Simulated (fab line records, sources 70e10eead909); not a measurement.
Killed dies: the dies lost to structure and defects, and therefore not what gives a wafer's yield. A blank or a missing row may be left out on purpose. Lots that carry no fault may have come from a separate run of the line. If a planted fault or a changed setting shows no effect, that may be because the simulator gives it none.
Matching of chambers || flow nand_harc || NHARC_A_CONTACT_DEP_24 on pecvd-03 has 3 sister chambers
The step deposits SiO2, target thk 500 nm. 6 wafers are shown with their chamber, then 10 later ones without.

== WAFERS WITH THEIR CHAMBER ==
{"wafer": "L076.6", "chamber": 0, "throttle_valve_pct (%)": 15.6, "heater_power_w (W)": 578}
{"wafer": "L085.3", "chamber": 2, "throttle_valve_pct (%)": 16.1, "heater_power_w (W)": 701}
{"wafer": "L085.4", "chamber": 1, "throttle_valve_pct (%)": 15.6, "heater_power_w (W)": 452}
{"wafer": "L085.5", "chamber": 2, "throttle_valve_pct (%)": 16.1, "heater_power_w (W)": 729}
{"wafer": "L085.1", "chamber": 1, "throttle_valve_pct (%)": 15.8, "heater_power_w (W)": 435}
{"wafer": "L085.2", "chamber": 0, "throttle_valve_pct (%)": 15.6, "heater_power_w (W)": 510}

== WAFERS WITH NO CHAMBER GIVEN ==
{"wafer": "L085.6", "throttle_valve_pct (%)": 15.4, "heater_power_w (W)": 559}
{"wafer": "L084.1", "throttle_valve_pct (%)": 16.1, "heater_power_w (W)": 681}
{"wafer": "L084.2", "throttle_valve_pct (%)": 15.9, "heater_power_w (W)": 370}
{"wafer": "L084.6", "throttle_valve_pct (%)": 15.8, "heater_power_w (W)": 529}
{"wafer": "L084.3", "throttle_valve_pct (%)": 15.5, "heater_power_w (W)": 518}
{"wafer": "L084.4", "throttle_valve_pct (%)": 16.0, "heater_power_w (W)": 708}
{"wafer": "L084.5", "throttle_valve_pct (%)": 15.8, "heater_power_w (W)": 412}
{"wafer": "L087.2", "throttle_valve_pct (%)": 15.4, "heater_power_w (W)": 395}
{"wafer": "L087.4", "throttle_valve_pct (%)": 16.0, "heater_power_w (W)": 691}
{"wafer": "L087.6", "throttle_valve_pct (%)": 15.8, "heater_power_w (W)": 456}

== CHAMBER TAKEN BY EACH ==
{"wafer": "L085.6", "from the rows above": 0, "in truth": 0}
{"wafer": "L084.1", "from the rows above": 2, "in truth": 2}
{"wafer": "L084.2", "from the rows above": 1, "in truth": 1}
{"wafer": "L084.6", "from the rows above": "can't be placed: 0 or 1", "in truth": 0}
{"wafer": "L084.3", "from the rows above": "can't be placed: 0 or 1", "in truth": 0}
{"wafer": "L084.4", "from the rows above": 2, "in truth": 2}
{"wafer": "L084.5", "from the rows above": 1, "in truth": 1}
{"wafer": "L087.2", "from the rows above": "can't be placed: 1 or 0", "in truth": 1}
{"wafer": "L087.4", "from the rows above": 2, "in truth": 2}
{"wafer": "L087.6", "from the rows above": 1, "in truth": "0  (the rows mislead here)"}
6 of 10 placed correctly. Unplaceable from these rows: 3, with the true chamber sitting among the candidates in 3. Placed wrongly: 1.
How it was worked out, from the rows above alone: a wafer's distance from a chamber is the root of the sum, over the readings, of the square of ((its reading less the chamber's mean) divided by the reading's scatter). If the next closest chamber is less than 2 further off than the closest, the wafer can't be placed; otherwise it belongs to the closest. A chamber's mean is the mean of its shown wafers. The scatter is the square root of a quotient: the sum, over the shown wafers, of each reading's squared deviation from its chamber's mean, divided by wafers minus chambers.
